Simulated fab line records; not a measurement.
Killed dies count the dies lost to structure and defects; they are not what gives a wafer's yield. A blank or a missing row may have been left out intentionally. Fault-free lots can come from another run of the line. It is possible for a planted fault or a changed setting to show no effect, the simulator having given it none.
What tool caused it? / flow n5_finfet / 11 lots with 33 wafers sampled at 5 steps, on a route of 1938 steps

## WHAT THE GAUGES SHOWED, per wafer
Not one reading of a measure or inspect step in the record can be checked against a usual standard deviation.

## WHAT TOOL EACH LOT RAN ON (gives the tool, then ch and the chambers of the sampled wafers, and finally the start)
lot=L895; N5_HKMG_FIN_ETCH_67=rie_diel-06 ch 0,1, day 4 06:01; N5_BEOL_M15_ANNEAL_48=rtp_anneal-02 ch 0, day 13 08:42; N5_BEOL_M15_DEP_53=pecvd-01 ch 1,2, day 13 09:21; N5_MIM_TOP_SPUTTER_03=pvd_sputter-01, day 13 11:40; N5_PASSIVATION_PROBE_49=-
lot=L896; N5_HKMG_FIN_ETCH_67=rie_diel-06 ch 0,1,2, day 4 16:46; N5_BEOL_M15_ANNEAL_48=rtp_anneal-02 ch 0, day 13 11:47; N5_BEOL_M15_DEP_53=pecvd-01 ch 0,2, day 13 12:28; N5_MIM_TOP_SPUTTER_03=pvd_sputter-03, day 13 15:36; N5_PASSIVATION_PROBE_49=-
lot=L899; N5_HKMG_FIN_ETCH_67=rie_diel-06 ch 0,1,2, day 5 09:24; N5_BEOL_M15_ANNEAL_48=rtp_anneal-02 ch 0, day 14 07:01; N5_BEOL_M15_DEP_53=pecvd-01 ch 1,2, day 14 07:40; N5_MIM_TOP_SPUTTER_03=pvd_sputter-01, day 14 10:47; N5_PASSIVATION_PROBE_49=-
lot=L900; N5_HKMG_FIN_ETCH_67=rie_diel-03 ch 2,3, day 5 11:55; N5_BEOL_M15_ANNEAL_48=rtp_anneal-01 ch 0, day 14 15:50; N5_BEOL_M15_DEP_53=pecvd-01 ch 0,1,2, day 14 16:28; N5_MIM_TOP_SPUTTER_03=pvd_sputter-02, day 14 20:22; N5_PASSIVATION_PROBE_49=-
lot=L901; N5_HKMG_FIN_ETCH_67=rie_diel-04 ch 0,2,3, day 5 18:16; N5_BEOL_M15_ANNEAL_48=rtp_anneal-02 ch 0, day 14 10:37; N5_BEOL_M15_DEP_53=pecvd-02 ch 0,1,2, day 14 11:16; N5_MIM_TOP_SPUTTER_03=pvd_sputter-01, day 14 15:00; N5_PASSIVATION_PROBE_49=-
lot=L902; N5_HKMG_FIN_ETCH_67=rie_diel-04 ch 0,3, day 5 21:50; N5_BEOL_M15_ANNEAL_48=rtp_anneal-01 ch 0, day 14 18:40; N5_BEOL_M15_DEP_53=pecvd-02 ch 0, day 14 19:20; N5_MIM_TOP_SPUTTER_03=pvd_sputter-01, day 14 21:25; N5_PASSIVATION_PROBE_49=-
lot=L903; N5_HKMG_FIN_ETCH_67=rie_diel-06 ch 1,2, day 6 08:41; N5_BEOL_M15_ANNEAL_48=rtp_anneal-01 ch 0, day 14 22:02; N5_BEOL_M15_DEP_53=pecvd-02 ch 0,2, day 14 22:42; N5_MIM_TOP_SPUTTER_03=pvd_sputter-01, day 15 01:41; N5_PASSIVATION_PROBE_49=-
lot=L904; N5_HKMG_FIN_ETCH_67=rie_diel-04 ch 1,2,3, day 6 13:18; N5_BEOL_M15_ANNEAL_48=rtp_anneal-01 ch 0, day 15 11:35; N5_BEOL_M15_DEP_53=pecvd-02 ch 0,2, day 15 12:15; N5_MIM_TOP_SPUTTER_03=pvd_sputter-01, day 15 16:22; N5_PASSIVATION_PROBE_49=prober-01, day 16 02:46
lot=L908; N5_HKMG_FIN_ETCH_67=rie_diel-04 ch 0,3, day 7 09:36; N5_BEOL_M15_ANNEAL_48=rtp_anneal-02 ch 0, day 16 07:50; N5_BEOL_M15_DEP_53=pecvd-01 ch 0,2, day 16 08:29; N5_MIM_TOP_SPUTTER_03=pvd_sputter-02, day 16 11:56; N5_PASSIVATION_PROBE_49=-
lot=L914; N5_HKMG_FIN_ETCH_67=rie_diel-04 ch 0,1,2, day 9 00:25; N5_BEOL_M15_ANNEAL_48=rtp_anneal-01 ch 0, day 18 11:32; N5_BEOL_M15_DEP_53=pecvd-03 ch 0,1,2, day 18 12:11; N5_MIM_TOP_SPUTTER_03=pvd_sputter-03, day 18 15:37; N5_PASSIVATION_PROBE_49=prober-02, day 19 02:48
lot=L917; N5_HKMG_FIN_ETCH_67=rie_diel-06 ch 1,3, day 9 18:02; N5_BEOL_M15_ANNEAL_48=rtp_anneal-01 ch 0, day 19 04:14; N5_BEOL_M15_DEP_53=pecvd-02 ch 0,1,2, day 19 04:49; N5_MIM_TOP_SPUTTER_03=pvd_sputter-02, day 19 09:58; N5_PASSIVATION_PROBE_49=-
- N5_HKMG_FIN_ETCH_67: etches SOC in N2/H2, stops on TiN, target depth 388.9 nm.
- N5_BEOL_M15_ANNEAL_48: time 90 s.
- N5_BEOL_M15_DEP_53: deposits SiCN from 3MS/NH3, target thk 50 nm, time 17.8 s.
- N5_MIM_TOP_SPUTTER_03: material TiN, target thk 35 nm, time 89.7 s.
- N5_PASSIVATION_PROBE_49

## WHAT THE TOOLS THEMSELVES READ (means of the sampled wafers that have a number; where no wafer has one, the mark that the record gives instead)
N5_HKMG_FIN_ETCH_67. Usual: drypump_motor_current_A 5.7 A, standard deviation 0.53; oes_product_au 0.78 a.u., standard deviation 0.09; rf_fwd_power_W 843 W, standard deviation 3.1; rf_vpp_V 240.9 V, standard deviation 1.4; showerhead_plenum_p_Torr 2.54 Torr, standard deviation 0.089; throttle_valve_pct 17.76 %, standard deviation 0.25.
lot=L895; tool=rie_diel-06; drypump_motor_current_A (A)=5.7; oes_product_au (a.u.)=0.88; rf_fwd_power_W (W)=843; rf_vpp_V (V)=242.8; showerhead_plenum_p_Torr (Torr)=2.68; throttle_valve_pct (%)=17.79; flag=
lot=L896; tool=rie_diel-06; drypump_motor_current_A (A)=5.5; oes_product_au (a.u.)=0.78; rf_fwd_power_W (W)=845; rf_vpp_V (V)=242.3; showerhead_plenum_p_Torr (Torr)=2.64; throttle_valve_pct (%)=17.87; flag=
lot=L899; tool=rie_diel-06; drypump_motor_current_A (A)=5.5; oes_product_au (a.u.)=0.78; rf_fwd_power_W (W)=841; rf_vpp_V (V)=242.0; showerhead_plenum_p_Torr (Torr)=2.64; throttle_valve_pct (%)=17.89; flag=
lot=L900; tool=rie_diel-03; drypump_motor_current_A (A)=5.6; oes_product_au (a.u.)=0.85; rf_fwd_power_W (W)=844; rf_vpp_V (V)=239.4; showerhead_plenum_p_Torr (Torr)=2.47; throttle_valve_pct (%)=17.78; flag=
lot=L901; tool=rie_diel-04; drypump_motor_current_A (A)=5.8; oes_product_au (a.u.)=0.75; rf_fwd_power_W (W)=843; rf_vpp_V (V)=241.2; showerhead_plenum_p_Torr (Torr)=2.50; throttle_valve_pct (%)=17.85; flag=
lot=L902; tool=rie_diel-04; drypump_motor_current_A (A)=5.5; oes_product_au (a.u.)=0.75; rf_fwd_power_W (W)=840; rf_vpp_V (V)=240.9; showerhead_plenum_p_Torr (Torr)=2.51; throttle_valve_pct (%)=17.64; flag=
lot=L903; tool=rie_diel-06; drypump_motor_current_A (A)=5.6; oes_product_au (a.u.)=0.77; rf_fwd_power_W (W)=842; rf_vpp_V (V)=241.7; showerhead_plenum_p_Torr (Torr)=2.63; throttle_valve_pct (%)=17.79; flag=
lot=L904; tool=rie_diel-04; drypump_motor_current_A (A)=6.1; oes_product_au (a.u.)=0.72; rf_fwd_power_W (W)=847; rf_vpp_V (V)=240.7; showerhead_plenum_p_Torr (Torr)=2.49; throttle_valve_pct (%)=17.75; flag=
lot=L908; tool=rie_diel-04; drypump_motor_current_A (A)=5.5; oes_product_au (a.u.)=0.74; rf_fwd_power_W (W)=843; rf_vpp_V (V)=240.7; showerhead_plenum_p_Torr (Torr)=2.50; throttle_valve_pct (%)=17.65; flag=
lot=L914; tool=rie_diel-04; drypump_motor_current_A (A)=5.8; oes_product_au (a.u.)=0.74; rf_fwd_power_W (W)=841; rf_vpp_V (V)=239.3; showerhead_plenum_p_Torr (Torr)=2.46; throttle_valve_pct (%)=17.86; flag=
lot=L917; tool=rie_diel-06; drypump_motor_current_A (A)=5.6; oes_product_au (a.u.)=0.89; rf_fwd_power_W (W)=843; rf_vpp_V (V)=242.4; showerhead_plenum_p_Torr (Torr)=2.69; throttle_valve_pct (%)=17.71; flag=

N5_BEOL_M15_ANNEAL_48. Usual: 226.1 for wafer_temp_C_max, sd 0.32.
lot=L895 tool=rtp_anneal-02 wafer_temp_C_max=225.9 flag=
lot=L896 tool=rtp_anneal-02 wafer_temp_C_max=226.1 flag=
lot=L899 tool=rtp_anneal-02 wafer_temp_C_max=226.3 flag=
lot=L900 tool=rtp_anneal-01 wafer_temp_C_max=225.9 flag=
lot=L901 tool=rtp_anneal-02 wafer_temp_C_max=226.0 flag=
lot=L902 tool=rtp_anneal-01 wafer_temp_C_max=225.7 flag=
lot=L903 tool=rtp_anneal-01 wafer_temp_C_max=225.9 flag=
lot=L904 tool=rtp_anneal-01 wafer_temp_C_max=226.2 flag=
lot=L908 tool=rtp_anneal-02 wafer_temp_C_max=226.3 flag=
lot=L914 tool=rtp_anneal-01 wafer_temp_C_max=225.5 flag=
lot=L917 tool=rtp_anneal-01 wafer_temp_C_max=226.0 flag=

N5_BEOL_M15_DEP_53. Usual: rf_fwd_power_W 666 W, standard deviation 3.2; showerhead_plenum_p_Torr 4.17 Torr, standard deviation 0.031; throttle_valve_pct 17.8 %, standard deviation 1.1.
lot=L895; tool=pecvd-01; rf_fwd_power_W (W)=667; showerhead_plenum_p_Torr (Torr)=4.16; throttle_valve_pct (%)=17.7; flag=
lot=L896; tool=pecvd-01; rf_fwd_power_W (W)=664; showerhead_plenum_p_Torr (Torr)=4.18; throttle_valve_pct (%)=17.2; flag=
lot=L899; tool=pecvd-01; rf_fwd_power_W (W)=668; showerhead_plenum_p_Torr (Torr)=4.17; throttle_valve_pct (%)=17.5; flag=
lot=L900; tool=pecvd-01; rf_fwd_power_W (W)=665; showerhead_plenum_p_Torr (Torr)=4.18; throttle_valve_pct (%)=17.7; flag=
lot=L901; tool=pecvd-02; rf_fwd_power_W (W)=664; showerhead_plenum_p_Torr (Torr)=4.14; throttle_valve_pct (%)=17.8; flag=
lot=L902; tool=pecvd-02; rf_fwd_power_W (W)=664; showerhead_plenum_p_Torr (Torr)=4.12; throttle_valve_pct (%)=17.2; flag=
lot=L903; tool=pecvd-02; rf_fwd_power_W (W)=668; showerhead_plenum_p_Torr (Torr)=4.12; throttle_valve_pct (%)=17.6; flag=
lot=L904; tool=pecvd-02; rf_fwd_power_W (W)=663; showerhead_plenum_p_Torr (Torr)=4.12; throttle_valve_pct (%)=17.4; flag=
lot=L908; tool=pecvd-01; rf_fwd_power_W (W)=664; showerhead_plenum_p_Torr (Torr)=4.17; throttle_valve_pct (%)=17.4; flag=
lot=L914; tool=pecvd-03; rf_fwd_power_W (W)=669; showerhead_plenum_p_Torr (Torr)=4.18; throttle_valve_pct (%)=18.4; flag=
lot=L917; tool=pecvd-02; rf_fwd_power_W (W)=665; showerhead_plenum_p_Torr (Torr)=4.14; throttle_valve_pct (%)=18.1; flag=

N5_MIM_TOP_SPUTTER_03. Usual: chamber_pressure_pa 0.4998 Pa, standard deviation 0.00099; throttle_valve_pct 30.2 %, standard deviation 1.2.
lot=L895; tool=pvd_sputter-01; chamber_pressure_pa (Pa)=0.4999; throttle_valve_pct (%)=30.8; flag=
lot=L896; tool=pvd_sputter-03; chamber_pressure_pa (Pa)=0.5006; throttle_valve_pct (%)=29.6; flag=
lot=L899; tool=pvd_sputter-01; chamber_pressure_pa (Pa)=0.4996; throttle_valve_pct (%)=31.5; flag=
lot=L900; tool=pvd_sputter-02; chamber_pressure_pa (Pa)=0.5001; throttle_valve_pct (%)=29.0; flag=
lot=L901; tool=pvd_sputter-01; chamber_pressure_pa (Pa)=0.5003; throttle_valve_pct (%)=31.6; flag=
lot=L902; tool=pvd_sputter-01; chamber_pressure_pa (Pa)=0.4993; throttle_valve_pct (%)=31.6; flag=
lot=L903; tool=pvd_sputter-01; chamber_pressure_pa (Pa)=0.5002; throttle_valve_pct (%)=31.4; flag=
lot=L904; tool=pvd_sputter-01; chamber_pressure_pa (Pa)=0.5002; throttle_valve_pct (%)=31.3; flag=
lot=L908; tool=pvd_sputter-02; chamber_pressure_pa (Pa)=0.5001; throttle_valve_pct (%)=28.8; flag=
lot=L914; tool=pvd_sputter-03; chamber_pressure_pa (Pa)=0.5012; throttle_valve_pct (%)=30.1; flag=
lot=L917; tool=pvd_sputter-02; chamber_pressure_pa (Pa)=0.4998; throttle_valve_pct (%)=29.9; flag=

N5_PASSIVATION_PROBE_49. Usual: defect_limited_yield 91.2 %, standard deviation 1.4; killed_at_M0_to_M3 34, standard deviation 9.4; killed_at_M4_up 14, standard deviation 5.6; killed_at_contacts 13, standard deviation 7.8; killed_at_front_end 37, standard deviation 10; killed_at_other 4, standard deviation 3.3; killed_dies 103, standard deviation 17; killed_on_rim 14, standard deviation 3.5; killed_open 68, standard deviation 13; killed_short 33, standard deviation 8.2; sort_bin_5_function 5.1 %, standard deviation 0.92; sort_bin_6_memory 3.3 %, standard deviation 0.71; sort_bin_8_speed 0.01 %, standard deviation 0.043; sort_n_pass 1077, standard deviation 17; sort_yield_pct 91.2 %, standard deviation 1.4.
lot=L904; tool=prober-01; defect_limited_yield (%)=91.7; killed_at_M0_to_M3=35; killed_at_M4_up=12; killed_at_contacts=17; killed_at_front_end=29; killed_at_other=5; killed_dies=98; killed_on_rim=11; killed_open=65; killed_short=31; sort_bin_5_function (%)=5.0; sort_bin_6_memory (%)=3.0; sort_bin_8_speed (%)=0.00; sort_n_pass=1082; sort_yield_pct (%)=91.7; flag=
lot=L914; tool=prober-02; defect_limited_yield (%)=89.0; killed_at_M0_to_M3=41; killed_at_M4_up=16; killed_at_contacts=9; killed_at_front_end=58; killed_at_other=5; killed_dies=129; killed_on_rim=19; killed_open=70; killed_short=29; sort_bin_5_function (%)=6.4; sort_bin_6_memory (%)=3.4; sort_bin_8_speed (%)=0.14; sort_n_pass=1050; sort_yield_pct (%)=88.9; flag=OFF

## THE ANSWER, worked out from the rows above alone
Rule: a lot is off if the mean of its wafers that have a number lies more than 3 standard deviations from the usual mean. Also off: a lot with no number at a reading for which 4 or more lots have one. Where the step has rows for the other lots, those lots are counted as sound. The gauges are gone through in route order, then the tools' own readings, and for those a lot's mean is taken as printed above. The first step at which some lot is off is used, and at that step the reading that is off furthest; a lot without a number counts as furthest.
Off: L914, at N5_PASSIVATION_PROBE_49 (sort_bin_8_speed). Neither off nor sound, because the step has no rows for them: L895, L896, L899, L900, L901, L902, L903, L908, L917.
If a tool, at that step or one of the process steps before it, ran each lot that is off and ran no sound lot following the first of them, it fits. Can't be told from this: 5 tools fit, rie_diel-04 at N5_HKMG_FIN_ETCH_67, rtp_anneal-01 at N5_BEOL_M15_ANNEAL_48, pecvd-03 at N5_BEOL_M15_DEP_53, pvd_sputter-03 at N5_MIM_TOP_SPUTTER_03, prober-02 at N5_PASSIVATION_PROBE_49.

## WHAT HAD BEEN PUT IN BY THE SIMULATOR
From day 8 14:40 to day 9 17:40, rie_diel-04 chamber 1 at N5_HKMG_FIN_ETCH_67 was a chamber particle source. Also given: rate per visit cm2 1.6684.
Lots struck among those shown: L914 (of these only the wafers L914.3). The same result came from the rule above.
